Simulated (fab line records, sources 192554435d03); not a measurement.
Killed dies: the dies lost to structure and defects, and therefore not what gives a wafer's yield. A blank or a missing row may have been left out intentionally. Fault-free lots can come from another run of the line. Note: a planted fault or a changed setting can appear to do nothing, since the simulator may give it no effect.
The tool behind it: which one? | flow n5Finfet | 33 wafers from 11 lots sampled at 2 of the route's 1938 steps

== WHAT EACH GAUGE READ, for each wafer ==
N5_BEOL_M10_RS_MEAS_57: measurement is done with a four-point probe.
lot  | measured     | on           | M10_RS (ohm/sq)
L328 | day 10 20:59 | filmMetro-01 | 0.1544 0.1479 0.1518
L331 | day 11 01:29 | filmMetro-02 | 0.1485 0.1487 0.1437
L334 | day 12 01:20 | filmMetro-01 | 0.1530 0.1561 0.1540
L335 | day 12 05:14 | filmMetro-01 | 0.1476 0.1515 0.1539
L336 | day 12 14:42 | filmMetro-02 | 0.1520 0.1524 0.1504
L337 | day 12 18:31 | filmMetro-02 | 0.1511 0.1539 0.1520
L339 | day 13 02:37 | filmMetro-01 | 0.1538 0.1538 0.1524
L347 | day 15 01:15 | filmMetro-01 | 0.1494 0.1488 0.1497
L349 | day 15 19:07 | filmMetro-01 | 0.1475 0.1538 0.1474
L348 | day 16 01:17 | filmMetro-02 | 0.1465 0.1509 0.1507
L350 | day 16 01:47 | filmMetro-01 | 0.1532 0.1498 0.1526

== WHAT TOOL EACH LOT RAN ON (gives the tool, then ch and the chambers of the sampled wafers, and finally the start) ==
lot  | N5_BEOL_M10_ANNEAL_51
L328 | rtpAnneal-02 ch 0, day 10 20:16
L331 | rtpAnneal-02 ch 0, day 11 00:45
L334 | rtpAnneal-02 ch 0, day 12 00:35
L335 | rtpAnneal-01 ch 0, day 12 04:33
L336 | rtpAnneal-01 ch 0, day 12 13:59
L337 | rtpAnneal-01 ch 0, day 12 17:47
L339 | rtpAnneal-02 ch 0, day 13 01:56
L347 | rtpAnneal-01 ch 0, day 15 00:34
L349 | rtpAnneal-01 ch 0, day 15 18:26
L348 | rtpAnneal-01 ch 0, day 16 00:33
L350 | rtpAnneal-02 ch 0, day 16 01:08
- N5_BEOL_M10_ANNEAL_51: time 90 s.

== WHAT THE TOOLS THEMSELVES READ (means of the sampled wafers that have a number; where no wafer has one, the mark that the record gives instead) ==
N5_BEOL_M10_ANNEAL_51.
lot  | tool         | wafer_temp_C_max
L328 | rtpAnneal-02 | 226.88
L331 | rtpAnneal-02 | 226.18
L334 | rtpAnneal-02 | 226.27
L335 | rtpAnneal-01 | 226.39
L336 | rtpAnneal-01 | 226.33
L337 | rtpAnneal-01 | 226.34
L339 | rtpAnneal-02 | 226.54
L347 | rtpAnneal-01 | 226.00
L349 | rtpAnneal-01 | 226.47
L348 | rtpAnneal-01 | 226.20
L350 | rtpAnneal-02 | 226.38

== THE ANSWER, worked out from the rows above alone ==
Rule: what is usual is taken from the lots themselves. The widest of any qualifying gaps counts: lots, ordered by their means at a reading, are off when they make up no more than a third of the lots, leave a main group of 4 or more, and stand apart from it by 3 or more times the standard deviation of that group's means. A main group is skipped when, at the precision printed for the reading in the tables above, its means are all equal. A lot without any number at a reading at which 4 lots or more have one is off too. The other lots that the step has rows for count as sound. After the gauges, taken in route order, come the tools' own readings; for these a lot's mean is taken, as printed above. The first step at which some lot is off is used, and at that step the reading that is off furthest; a lot without a number counts as furthest.
None of the lots is off at any reading shown; this tells nothing.

== WHAT HAD BEEN PUT IN BY THE SIMULATOR ==
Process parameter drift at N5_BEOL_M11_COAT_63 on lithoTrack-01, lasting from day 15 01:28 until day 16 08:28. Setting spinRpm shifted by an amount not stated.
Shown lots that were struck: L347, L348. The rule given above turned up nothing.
